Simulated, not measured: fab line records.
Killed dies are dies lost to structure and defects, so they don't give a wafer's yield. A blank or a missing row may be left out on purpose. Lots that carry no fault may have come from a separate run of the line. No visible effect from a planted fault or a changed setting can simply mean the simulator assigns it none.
Which of the tools did it? | flow nand harc | 11 lots, 33 wafers sampled, at 5 steps of a route of 1159

## WHAT THE GAUGES SHOWED, per wafer
NHARC_END_SORT_01.
lot  | measured     | on        | defect limited yield (%)
L535 | day 22 14:54 | prober-01 | 93.4 94.8 84.9
L538 | day 22 14:51 | prober-02 | 95.1 96.3 95.1
L536 | day 22 08:41 | prober-01 | 97.2 96.9 86.0
L543 | day 23 20:13 | prober-02 | 93.1 91.4 91.3

## WHICH TOOL RAN EACH LOT (tool, then ch and the chambers of the sampled wafers, then the start)
lot  | NHARC_P_M1_ETCH_15                 | NHARC_THIN_TSV_DEP_43           | NHARC_THIN_TSV_PVD_51                   | NHARC_THIN_TSV_ETCH_59
L524 | rie diel-01 ch 0,1,3, day 5 19:24  | pecvd-03 ch 0,2, day 18 18:13   | pvd sputter-03, day 19 02:38 or earlier | rie metal-03 ch 0,1, day 19 02:38
L526 | rie diel-06 ch 0,1, day 6 09:54    | pecvd-04 ch 0,2, day 18 16:48   | pvd sputter-03, day 19 01:05 or earlier | rie metal-03 ch 0,1, day 19 01:05
L535 | rie diel-12 ch 0,1,3, day 9 02:00  | pecvd-03 ch 0,1,2, day 21 22:36 | pvd sputter-03, day 22 05:44 or earlier | rie metal-02 ch 0,1, day 22 05:44
L538 | rie diel-06 ch 2,3, day 9 07:29    | pecvd-04 ch 1,2, day 21 23:46   | pvd sputter-01, day 22 06:49 or earlier | rie metal-03 ch 0,1, day 22 06:49
L536 | rie diel-12 ch 0,2,3, day 9 09:34  | pecvd-04 ch 1,2, day 21 15:37   | pvd sputter-02, day 21 22:46 or earlier | rie metal-01 ch 0,1, day 21 22:46
L537 | rie diel-01 ch 1,2, day 9 14:17    | pecvd-03 ch 0,1, day 22 18:59   | pvd sputter-02, day 23 02:05 or earlier | rie metal-02 ch 0,1, day 23 02:05
L541 | rie diel-06 ch 0,2,3, day 10 06:02 | pecvd-03 ch 0,1,2, day 22 23:44 | pvd sputter-01, day 23 06:47 or earlier | rie metal-02 ch 0,1, day 23 06:47
L543 | rie diel-01 ch 0,2,3, day 10 08:50 | pecvd-04 ch 0,1,2, day 22 22:34 | pvd sputter-02, day 23 05:37 or earlier | rie metal-03 ch 0,1, day 23 05:37
L542 | rie diel-06 ch 0,1,2, day 10 10:53 | pecvd-03 ch 0,1,2, day 22 20:15 | pvd sputter-02, day 23 03:25 or earlier | rie metal-02 ch 0,1, day 23 03:25
L545 | rie diel-01 ch 0,2,3, day 11 08:47 | pecvd-03 ch 0,2, day 23 07:06   | pvd sputter-03, day 23 14:00 or earlier | rie metal-02 ch 0,1, day 23 14:00
L544 | rie diel-01 ch 0,1,2, day 11 09:37 | pecvd-03 ch 0,2, day 23 22:17   | pvd sputter-01, day 24 05:16 or earlier | rie metal-03 ch 0, day 24 05:16
- NHARC_P_M1_ETCH_15: etches the open film in C4F8/Ar, target depth 182.5 nm, time 91.2 s.
- NHARC_THIN_TSV_DEP_43: deposits SiO2, target thk 1328.5 nm.
- NHARC_THIN_TSV_PVD_51: deposits Cu, target thk 100 nm.
- NHARC_THIN_TSV_ETCH_59: etches the open film in Cl2/BCl3, target depth 880 nm, time 138.1 s.

## THE ANSWER, worked out from the rows above alone
Rule: the lots themselves supply what counts as usual. The widest of any qualifying gaps counts: lots, ordered by their means at a reading, are off when they make up no more than a third of the lots, leave a main group of 4 or more, and stand apart from it by 3 or more times the standard deviation of that group's means. Not used: any main group whose means are identical at the precision the tables above print for the reading. A lot without any number at a reading at which 4 lots or more have one is off too. The other lots that the step has rows for count as sound.
No lot is off on any of the readings shown, so nothing can be concluded from this.

## WHAT THE SIMULATOR PUT IN
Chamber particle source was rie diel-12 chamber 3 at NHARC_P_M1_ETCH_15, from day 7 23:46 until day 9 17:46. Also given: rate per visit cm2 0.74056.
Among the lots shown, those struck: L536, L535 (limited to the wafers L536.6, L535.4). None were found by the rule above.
